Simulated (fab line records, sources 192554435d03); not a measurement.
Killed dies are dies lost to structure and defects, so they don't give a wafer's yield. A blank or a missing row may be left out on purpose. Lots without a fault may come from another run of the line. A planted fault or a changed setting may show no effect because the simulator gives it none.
fab line records | flow n5_finfet | part 1 of 2: steps 1 to 19 of 28
record lots=5 wafers=15 last_day=17
route steps=1938 shown HKMG_FIN@399
lots that met no fault: from a run of the same line without faults
start_h: hours from the record's first day to the start of the lot's first wafer shown | wait_h: hours since the lot's step before | " the same as in the row above | L1.1+2: a row that stands for several wafers | - no value, or no start given | * or withheld: withheld | < > ~ a bound
route shown NAME@n: a module of which the file shows steps, and the number in the route of the first | usual: mean/standard deviation of fault-free wafers | same: alike in all rows | chamber/n: place in a boat | sites: the reading at each site | _std_site: their standard deviation | _edge_site: outer sites' mean less inner sites' | radius_mm: how far each site lies from the wafer's centre | mask NAME#n: copy n | behind: the tool/chamber that last shaped the wafer | hold: why the lot was held/for how many hours/how that ended | device: the transistor (n, p or np) that didn't switch | end of line: the same wafers' tests at the end of the route | a step without rows: its recipe alone | killed: dies lost to structure and defects at the first sort, not the wafer's yield | map: a wafer's dies, x killed, . not, _ none there
set.NAME: the setting as run; set.NAME@STEP: as run at that earlier step | model.NAME: the simulator's own value behind a step, which no gauge read
lots at some steps of the route; a table a step, a row a wafer
services: from which hour (start_h, from the record's first day; less than 0 if before it) a tool's chamber was out of use, for how many hours, and why
## steps
# step N5_HKMG_FIN_OVL_MEAS_50
# recipe points_per_wafer=44
# usual NDIPOLE_OVL=0.2/0.7
# columns lot.wafer tool chamber start_h wait_h NDIPOLE_OVL[nm]
L077.2 overlay-02 0 90.15 0.0 -0.1
L077.3 " 0 " " 1.4
L077.5 " 0 " " 1.6
L079.4 overlay-02 0 102.48 0.0 -0.5
L079.5 " 0 " " -0.4
L079.6 " 0 " " 0.1
L090.4 overlay-02 0 178.17 0.0 0.2
L090.5 " 0 " " -0.7
L090.6 " 0 " " 0.8
L094.3 overlay-02 0 194.56 0.0 -0.6
L094.4 " 0 " " -0.7
L094.6 " 0 " " 0.0
L095.3 overlay-02 0 201.07 0.0 0.0
L095.4 " 0 " " 1.2
L095.6 " 0 " " 1.1
# step N5_HKMG_FIN_INSPECT_61
# recipe mode=adi inspect_instrument=macro
# usual raw_defect_count=1.9/1.4
# columns lot.wafer tool chamber start_h wait_h raw_defect_count
L077.2 defect_inspect-02 - 90.18 0.0 2
L077.3 " - " " 1
L077.5 " - " " 2
L079.4 defect_inspect-02 - 102.51 0.0 4
L079.5 " - " " 6
L079.6 " - " " 6
L090.4 defect_inspect-02 - 178.20 0.0 1
L090.5 " - " " 1
L090.6 " - " " 0
L094.3 defect_inspect-02 - 194.58 0.0 1
L094.4 " - " " 4
L094.6 " - " " 4
L095.3 defect_inspect-01 - 201.10 0.0 0
L095.4 " - " " 2
L095.6 " - " " 3
# step N5_HKMG_FIN_DESCUM_53
# recipe chemistry=O2 time_s=7.9 source_power_w=50 bias_power_w=20 pressure_mtorr=20 rf_frequency_hz=2.712e+07 temp_c=40 resist=CAR-ArF o2_flow_sccm=225
# usual chamber_pressure_mTorr=19.998/0.017 drypump_motor_current_A=5.9/0.44 oes_product_au=0.80/0.083 rf_vpp_V=244.1/1.3 showerhead_plenum_p_Torr=2.16/0.066 throttle_valve_pct=20.3/0.36
# columns lot.wafer tool chamber start_h wait_h chamber_pressure_mTorr drypump_motor_current_A oes_product_au rf_hours_counter_h rf_vpp_V showerhead_plenum_p_Torr throttle_valve_pct
L077.2 rie_diel-06 1 90.22 0.0 20.024 6.5 0.93 16 246.2 2.21 20.2
L077.3 " 2 " " 19.992 5.9 0.70 230 241.5 2.05 20.3
L077.5 " 2 " " 19.987 5.9 0.70 - 242.9 2.05 20.3
L079.4 rie_diel-05 2 102.54 0.0 20.012 5.4 0.87 53 243.1 2.03 20.0
L079.5 " 1 " " 20.010 5.9 0.78 - 244.0 2.22 21.0
L079.6 " 0 " " 20.011 6.2 0.96 - 246.1 2.24 20.1
L090.4 rie_diel-04 2 178.23 0.0 20.024 6.3 0.82 86 244.0 2.23 20.5
L090.5 " 2 " " 20.018 6.3 0.82 - 246.8 2.23 20.5
L090.6 " 3 " " 20.004 6.2 0.84 - 242.6 2.14 20.2
L094.3 rie_diel-04 0 194.62 0.0 20.031 5.0 0.87 56 243.4 2.07 20.9
L094.4 " 3 " " 20.006 6.2 0.82 81 244.0 2.14 20.2
L094.6 " 1 " " 19.985 5.8 0.69 - 244.1 2.13 20.1
L095.3 rie_diel-04 1 201.13 0.0 20.004 5.8 0.68 237 244.7 2.13 20.1
L095.4 " 1 " " 20.034 5.8 0.69 - 245.0 2.13 20.1
L095.6 " 3 " " 20.032 6.3 0.82 - 243.9 2.13 20.2
# step N5_HKMG_FIN_ETCH_54
# recipe chemistry=CF4 target=SiARC target_depth_a=455 mask_material=CAR-ArF time_s=75.8 ion_energy_ev=80 pressure_mtorr=40 source_w=545 bias_w=36 Ar_flow_sccm=100 cf4_flow_sccm=100 ends=cleared
# usual chamber_pressure_mTorr=40.00/0.04 drypump_motor_current_A=5.9/0.44 etch_rf_on_time_s=75.3/2 mfc_ar_sccm=100.0/0.3 oes_product_au=0.69/0.073 rf_vpp_V=184.7/1.1 showerhead_plenum_p_Torr=2.20/0.055 throttle_valve_pct=15.52/0.23
# columns lot.wafer tool chamber start_h wait_h chamber_pressure_mTorr drypump_motor_current_A etch_rf_on_time_s mfc_ar_sccm oes_product_au rf_hours_counter_h rf_vpp_V showerhead_plenum_p_Torr throttle_valve_pct
L077.2 rie_diel-06 1 90.26 0.0 40.03 6.5 72.1 99.9 0.79 16 184.6 2.27 15.37
L077.3 " 2 " " 40.04 5.9 76.2 100.2 0.58 230 184.4 2.14 15.79
L077.5 " 2 " " 39.98 5.9 75.9 99.6 0.58 - 183.8 2.14 15.79
L079.4 rie_diel-05 2 102.57 0.0 40.00 5.4 73.7 100.1 0.74 53 182.5 2.11 15.39
L079.5 " 1 " " 39.95 5.8 75.0 99.8 0.66 - 182.9 2.24 15.95
L079.6 " 0 " " 39.99 6.2 76.2 99.7 0.81 - 184.6 2.27 15.17
L090.4 rie_diel-04 2 178.26 0.0 40.00 6.3 73.3 100.1 0.71 86 186.6 2.25 15.59
L090.5 " 2 " " 40.02 6.3 72.9 99.8 0.70 - 185.2 2.25 15.60
L090.6 " 3 " " 39.96 6.3 72.9 100.3 0.73 - 183.1 2.16 15.27
L094.3 rie_diel-04 0 194.65 0.0 40.06 5.0 74.1 100.0 0.75 56 184.0 2.08 15.72
L094.4 " 3 " " 39.92 6.3 74.9 100.1 0.70 82 184.4 2.16 15.29
L094.6 " 1 " " 39.99 5.8 79.9 100.0 0.57 - 183.3 2.21 15.58
L095.3 rie_diel-04 1 201.16 0.0 40.04 5.8 78.7 99.8 0.58 237 183.8 2.21 15.58
L095.4 " 1 " " 40.03 5.8 78.7 100.0 0.56 - 186.4 2.21 15.60
L095.6 " 3 " " 39.95 6.3 75.2 100.1 0.70 - 184.9 2.16 15.29
# step N5_HKMG_FIN_ETCH_55
# recipe chemistry=N2/H2 target=SOC target_depth_a=2400 temp_c=40 time_s=300 ion_energy_ev=200 mask_material=SiARC pressure_mtorr=30 source_w=840 bias_w=150 n2_flow_sccm=200 h2_flow_sccm=200
# usual chamber_pressure_mTorr=30.00/0.032 drypump_motor_current_A=5.9/0.45 oes_product_au=0.80/0.085 rf_vpp_V=526.0/2.1 showerhead_plenum_p_Torr=2.61/0.082 throttle_valve_pct=17.7/0.33
# columns lot.wafer tool chamber start_h wait_h chamber_pressure_mTorr drypump_motor_current_A oes_product_au rf_hours_counter_h rf_vpp_V showerhead_plenum_p_Torr throttle_valve_pct
L077.2 rie_diel-06 1 90.31 0.0 30.02 6.5 0.92 16 527.1 2.69 17.5
L077.3 " 2 " " 30.02 5.9 0.68 230 523.6 2.48 17.6
L077.5 " 2 " " 29.98 5.9 0.68 - 523.5 2.48 17.6
L079.4 rie_diel-05 2 102.63 0.0 29.98 5.4 0.88 53 522.0 2.49 17.5
L079.5 " 1 " " 29.98 5.8 0.79 - 526.1 2.66 18.2
L079.6 " 0 " " 29.99 6.2 0.96 - 528.4 2.68 17.2
L090.4 rie_diel-04 2 178.32 0.0 30.03 6.3 0.81 86 527.6 2.71 18.0
L090.5 " 2 " " 30.01 6.3 0.81 - 528.8 2.71 18.0
L090.6 " 3 " " 30.02 6.3 0.85 - 525.5 2.60 17.7
L094.3 rie_diel-04 0 194.71 0.0 29.96 5.0 0.87 56 522.1 2.44 17.7
L094.4 " 3 " " 30.00 6.3 0.82 82 524.0 2.59 17.7
L094.6 " 1 " " 30.05 5.8 0.67 - 524.7 2.63 17.9
L095.3 rie_diel-04 1 201.22 0.0 29.94 5.7 0.66 237 526.6 2.62 17.9
L095.4 " 1 " " 30.04 5.8 0.67 - 524.6 2.63 17.8
L095.6 " 3 " " 30.02 6.3 0.82 - 525.8 2.59 17.7
# step N5_HKMG_FIN_STRIP_56
# recipe chemistry=N2/H2 temp_c=40 n2_flow_sccm=200 h2_flow_sccm=200 rf_frequency_hz=6e+07
# columns lot.wafer tool chamber start_h wait_h
L077.2+3+5 rie_diel-06 1,2,2 90.49 0.1
L079.4+5+6 rie_diel-05 2,1,0 102.81 0.1
L090.4+5+6 rie_diel-04 2,2,3 178.50 0.1
L094.3+4+6 rie_diel-04 0,3,1 194.89 0.1
L095.3+4+6 rie_diel-04 1,1,3 201.40 0.1
# step N5_HKMG_FIN_STRIP_57
# recipe chemistry=CF4 resist=SiARC power_w=300 bias_power_w=75 pressure_mtorr=50 cf4_flow_sccm=150 rf_frequency_hz=6e+07
# usual chamber_pressure_mTorr=50.00/0.045 drypump_motor_current_A=5.9/0.44 oes_product_au=0.79/0.077 rf_vpp_V=272.3/1.4 showerhead_plenum_p_Torr=1.84/0.043 throttle_valve_pct=13.50/0.21
# columns lot.wafer tool chamber start_h wait_h chamber_pressure_mTorr drypump_motor_current_A oes_product_au rf_hours_counter_h rf_vpp_V showerhead_plenum_p_Torr throttle_valve_pct
L077.2 rie_diel-06 1 90.50 0.0 49.94 6.5 0.89 16 272.4 1.90 13.32
L077.3 " 2 " " 50.01 5.9 0.68 230 270.9 1.80 13.83
L077.5 " 2 " " 50.03 5.9 0.68 - 271.6 1.80 13.82
L079.4 rie_diel-05 2 102.82 0.0 50.05 5.4 0.85 53 269.6 1.79 13.38
L079.5 " 1 " " 50.02 5.8 0.77 - 271.5 1.86 13.83
L079.6 " 0 " " 50.02 6.2 0.95 - 273.4 1.90 13.16
L090.4 rie_diel-04 2 178.51 0.0 50.00 6.2 0.80 86 272.8 1.87 13.53
L090.5 " 2 " " 49.95 6.2 0.80 - 272.3 1.87 13.53
L090.6 " 3 " " 50.06 6.3 0.81 - 271.2 1.81 13.28
L094.3 rie_diel-04 0 194.90 0.0 50.05 5.0 0.84 56 268.5 1.74 13.61
L094.4 " 3 " " 49.93 6.3 0.82 82 272.5 1.81 13.28
L094.6 " 1 " " 49.99 5.8 0.69 - 271.1 1.85 13.62
L095.3 rie_diel-04 1 201.41 0.0 50.01 5.8 0.68 237 272.3 1.85 13.63
L095.4 " 1 " " 50.03 5.8 0.68 - 272.3 1.85 13.62
L095.6 " 3 " " 49.92 6.3 0.81 - 272.3 1.81 13.30
# step N5_HKMG_FIN_ETCH_58
# recipe chemistry=N2/H2 target=SOC target_depth_a=2158 ion_energy_ev=50 bias_w=13 time_s=741 pressure_mtorr=30 source_w=875 n2_flow_sccm=200 h2_flow_sccm=200
# usual chamber_pressure_mTorr=30.000/0.03 drypump_motor_current_A=5.9/0.44 oes_product_au=0.80/0.085 rf_vpp_V=99.6/0.81 showerhead_plenum_p_Torr=2.61/0.082 throttle_valve_pct=17.7/0.33
# columns lot.wafer tool chamber start_h wait_h chamber_pressure_mTorr drypump_motor_current_A oes_product_au rf_hours_counter_h rf_vpp_V showerhead_plenum_p_Torr throttle_valve_pct
L077.2 rie_diel-06 1 90.52 0.0 29.988 6.5 0.93 16 98.4 2.69 17.5
L077.3 " 2 " " 30.058 5.9 0.68 231 98.6 2.48 17.6
L077.5 " 2 " " 29.998 5.9 0.68 - 100.5 2.48 17.5
L079.4 rie_diel-05 2 102.84 0.0 29.998 5.5 0.88 53 99.3 2.49 17.4
L079.5 " 1 " " 29.963 5.8 0.79 - 100.0 2.66 18.2
L079.6 " 0 " " 30.058 6.2 0.96 - 98.6 2.68 17.2
L090.4 rie_diel-04 2 178.53 0.0 29.968 6.3 0.81 86 99.5 2.71 17.9
L090.5 " 2 " " 30.047 6.2 0.82 - 98.4 2.71 17.9
L090.6 " 3 " " 30.006 6.3 0.84 - 99.3 2.60 17.7
L094.3 rie_diel-04 0 194.92 0.0 30.028 5.0 0.88 56 98.9 2.44 17.6
L094.4 " 3 " " 30.098 6.3 0.82 82 99.3 2.59 17.7
L094.6 " 1 " " 30.078 5.8 0.67 - 98.9 2.63 17.8
L095.3 rie_diel-04 1 201.43 0.0 29.969 5.8 0.66 238 98.8 2.63 17.8
L095.4 " 1 " " 29.970 5.8 0.66 - 99.8 2.63 17.8
L095.6 " 3 " " 29.967 6.3 0.82 - 99.9 2.59 17.7
# step N5_HKMG_FIN_STRIP_93
# recipe chemistry=N2/H2 material=SOC time_s=20 power_w=500 temp_c=40 pressure_mtorr=50 rf_frequency_hz=6e+07 bias_power_w=8 h2_frac=0.5 n2_flow_sccm=300 h2_flow_sccm=300
# usual chamber_pressure_mTorr=49.99/0.045 drypump_motor_current_A=5.9/0.44 oes_product_au=0.80/0.086 rf_vpp_V=54.5/0.79 showerhead_plenum_p_Torr=3.45/0.1 throttle_valve_pct=18.9/0.5
# columns lot.wafer tool chamber start_h wait_h chamber_pressure_mTorr drypump_motor_current_A oes_product_au rf_hours_counter_h rf_vpp_V showerhead_plenum_p_Torr throttle_valve_pct
L077.2 rie_diel-06 1 90.95 0.2 49.96 6.5 0.92 17 54.3 3.55 18.5
L077.3 " 2 " " 49.98 5.9 0.68 231 54.0 3.28 18.5
L077.5 " 2 " " 50.12 5.9 0.68 - 54.6 3.28 18.5
L079.4 rie_diel-05 2 103.27 0.2 50.00 5.4 0.87 54 54.2 3.29 18.5
L079.5 " 1 " " 50.09 5.8 0.78 - 54.1 3.51 19.3
L079.6 " 0 " " 50.00 6.2 0.95 - 55.6 3.54 18.3
L090.4 rie_diel-04 2 178.96 0.2 49.99 6.3 0.83 86 54.5 3.57 19.2
L090.5 " 2 " " 49.96 6.3 0.82 - 52.6 3.57 19.2
L090.6 " 3 " " 49.99 6.3 0.83 - 53.1 3.43 19.2
L094.3 rie_diel-04 0 195.34 0.2 49.97 5.0 0.88 56 53.2 3.23 18.3
L094.4 " 3 " " 49.96 6.3 0.83 82 55.2 3.42 19.3
L094.6 " 1 " " 49.99 5.8 0.67 - 55.0 3.47 19.3
L095.3 rie_diel-04 1 201.86 0.2 49.98 5.9 0.67 238 54.6 3.46 19.2
L095.4 " 1 " " 50.02 5.8 0.67 - 54.2 3.46 19.2
L095.6 " 3 " " 49.91 6.3 0.83 - 55.1 3.42 19.3
# step N5_HKMG_FIN_WET_ETCH_76
# recipe chemistry=dNH4OH mix=1:50 temp_c=25 target=Al2O3 stop_on=La2O3 target_depth_nm=2.25 dry=ipa_marangoni rinse_time_s=30 rinse_temp_c=23
# columns lot.wafer tool chamber start_h wait_h
L077.2+3+5 wet_bench-04 0,4,2 91.03 0.1
L079.4+5+6 wet_bench-04 1,6,2 103.35 0.1
L090.4+5+6 wet_bench-06 2,7,4 179.04 0.1
L094.3+4+6 wet_bench-01 7,1,0 195.43 0.1
L095.3+4+6 wet_bench-06 1,3,2 201.95 0.1
# step N5_HKMG_FIN_STRIP_60
# recipe chemistry=N2/H2 power_w=2500 temp_c=300 h2_frac=0.65 time_s=360 pressure_mtorr=withheld n2_flow_sccm=1750 h2_flow_sccm=3250
# usual drypump_motor_current_A=5.60/0.25 heater_power_w=499/45
# columns lot.wafer tool chamber start_h wait_h drypump_motor_current_A heater_power_w rf_hours_counter_h
L077.2 plasma_asher-02 0 91.10 0.0 5.20 421 94
L077.3 " 1 " " 5.76 505 -
L077.5 " 0 " " 5.23 436 -
L079.4 plasma_asher-02 1 103.54 0.2 5.79 514 -
L079.5 " 0 " " 5.21 425 -
L079.6 " 1 " " 5.78 509 -
L090.4 plasma_asher-02 1 179.23 0.1 5.81 505 -
L090.5 " 0 " " 5.19 422 -
L090.6 " 1 " " 5.81 518 -
L094.3 plasma_asher-02 1 195.61 0.1 5.79 516 -
L094.4 " 0 " " 5.19 416 -
L094.6 " 0 " " 5.21 416 -
L095.3 plasma_asher-01 1 202.13 0.1 5.54 553 -
L095.4 " 0 " " 5.85 517 -
L095.6 " 0 " " 5.85 540 -
# step N5_HKMG_FIN_WET_ETCH_77
# recipe chemistry=dHCl mix=1:10000 temp_c=25 target=La2O3 stop_on=HfO2 target_depth_nm=2
# columns lot.wafer tool chamber start_h wait_h
L077.2+3+5 wet_bench-06 6,7,3 91.49 0.3
L079.4+5+6 wet_bench-06 5,3,2 103.81 0.1
L090.4+5+6 wet_bench-01 6,5,2 179.49 0.1
L094.3+4+6 wet_bench-04 4,3,1 195.88 0.1
L095.3+4+6 wet_bench-06 1,5,7 202.40 0.1
# step N5_HKMG_FIN_WET_ETCH_78
# recipe chemistry=dNH4OH mix=1:50 temp_c=25 target=Al2O3 stop_on=La2O3 target_depth_nm=4.5 dry=ipa_marangoni rinse_time_s=30 rinse_temp_c=23
# columns lot.wafer tool chamber start_h wait_h
L077.2+3+5 wet_bench-06 6,7,3 91.52 0.0
L079.4+5+6 wet_bench-06 5,3,2 103.84 0.0
L090.4+5+6 wet_bench-01 6,5,2 179.52 0.0
L094.3+4+6 wet_bench-04 4,3,1 195.91 0.0
L095.3+4+6 wet_bench-06 1,5,7 202.43 0.0
# step N5_HKMG_FIN_ALD_79
# recipe material=TiN target_thk_a=15 temp_c=400 ald_precursor_family=TiCl4 ald_co_reactant=NH3 pulse_time_s=1 purge_time_s=3 co_reactant_purge_time_s=2 co_reactant_pulse_time_s=2 ald_cycles=68 pressure_torr=3
# usual heater_power_w=875/54 precursor_pulse_height_rel=0.998/0.02
# same ald_cycles=68 co_reactant_purge_time_s=2
# columns lot.wafer tool chamber start_h wait_h heater_power_w precursor_pulse_height_rel since_wet_clean_h
L077.2 ald_metal-04 2 91.59 0.0 874 0.963 1293
L077.3 " 1 " " 955 0.992 1293
L077.5 " 1 " " 942 1.003 -
L079.4 ald_metal-02 2 103.91 0.0 859 1.030 4382
L079.5 " 2 " " 849 1.042 -
L079.6 " 3 " " 765 1.013 -
L090.4 ald_metal-03 0 179.59 0.0 832 0.953 2919
L090.5 " 0 " " 816 0.992 -
L090.6 " 3 " " 849 1.015 -
L094.3 ald_metal-03 0 195.98 0.0 794 1.006 2936
L094.4 " 1 " " 907 0.975 2936
L094.6 " 3 " " 858 0.990 -
L095.3 ald_metal-03 2 202.50 0.0 893 1.017 2942
L095.4 " 0 " " 837 1.029 2942
L095.6 " 2 " " 890 1.010 -
# step N5_HKMG_FIN_CVD_62
# recipe material=a-Si target_thk_a=30 temp_c=500 precursor=Si2H6 pressure_torr=1 time_s=20.8
# usual heater_power_w=1488/130
# columns lot.wafer tool chamber start_h wait_h heater_power_w since_wet_clean_h
L077.2 thermal_cvd_si-01 2 91.96 0.2 1638 146
L077.3 " 0 " " 1497 146
L077.5 " 2 " " 1611 -
L079.4 thermal_cvd_si-01 2 104.33 0.2 1644 -
L079.5 " 0 " " 1525 -
L079.6 " 1 " " 1230 -
L090.4 thermal_cvd_si-02 1 180.01 0.2 1620 -
L090.5 " 0 " " 1481 -
L090.6 " 2 " " 1417 -
L094.3 thermal_cvd_si-02 1 196.34 0.2 1575 980
L094.4 " 1 " " 1609 -
L094.6 " 2 " " 1450 -
L095.3 thermal_cvd_si-02 2 202.86 0.2 1467 986
L095.4 " 0 " " 1473 -
L095.6 " 1 " " 1576 -
# step N5_HKMG_FIN_RTA_80
# recipe temp_c=withheld time_s=2 ambient=N2 idle_temp_c=600 ramp_up_c_per_s=150 ramp_down_c_per_s=60 cool_to_c=600
# columns lot.wafer tool chamber start_h wait_h
L077.2+3+5 rtp_anneal-02 0 92.29 0.3
L079.4+5+6 rtp_anneal-01 0 104.47 0.1
L090.4+5+6 rtp_anneal-02 0 180.15 0.1
L094.3+4+6 rtp_anneal-02 0 196.52 0.1
L095.3+4+6 rtp_anneal-02 0 203.04 0.1
# step N5_HKMG_FIN_PRECLEAN_64
# recipe chemistry=dHF time_s=30 temp_c=25 dilution=withheld
# columns lot.wafer tool chamber start_h wait_h
L077.2+3+5 wet_bench-06 7,2,1 92.42 0.1
L079.4+5+6 wet_bench-06 1,5,2 104.56 0.1
L090.4+5+6 wet_bench-04 1,4,2 180.24 0.1
L094.3+4+6 wet_bench-06 1,2,6 196.62 0.1
L095.3+4+6 wet_bench-04 7,6,1 203.14 0.1
# step N5_HKMG_FIN_WET_ETCH_65
# recipe chemistry=TMAH temp_c=70 conc_wt_pct=5 target=a-Si stop_on=TiN time_s=49 target_depth_nm=3
# columns lot.wafer tool chamber start_h wait_h
L077.2+3+5 wet_bench-06 7,2,1 92.43 0.0
L079.4+5+6 wet_bench-06 1,5,2 104.57 0.0
L090.4+5+6 wet_bench-04 1,4,2 180.25 0.0
L094.3+4+6 wet_bench-06 1,2,6 196.63 0.0
L095.3+4+6 wet_bench-04 7,6,1 203.15 0.0
# step N5_HKMG_FIN_WET_ETCH_81
# recipe chemistry=SC1 target=TiN stop_on=HfO2 mix=1:1:5 temp_c=60 time_s=57 target_depth_nm=6
# columns lot.wafer tool chamber start_h wait_h
L077.2+3+5 wet_bench-06 7,2,1 92.44 0.0
L079.4+5+6 wet_bench-06 1,5,2 104.58 0.0
L090.4+5+6 wet_bench-04 1,4,2 180.26 0.0
L094.3+4+6 wet_bench-06 1,2,6 196.65 0.0
L095.3+4+6 wet_bench-04 7,6,1 203.17 0.0
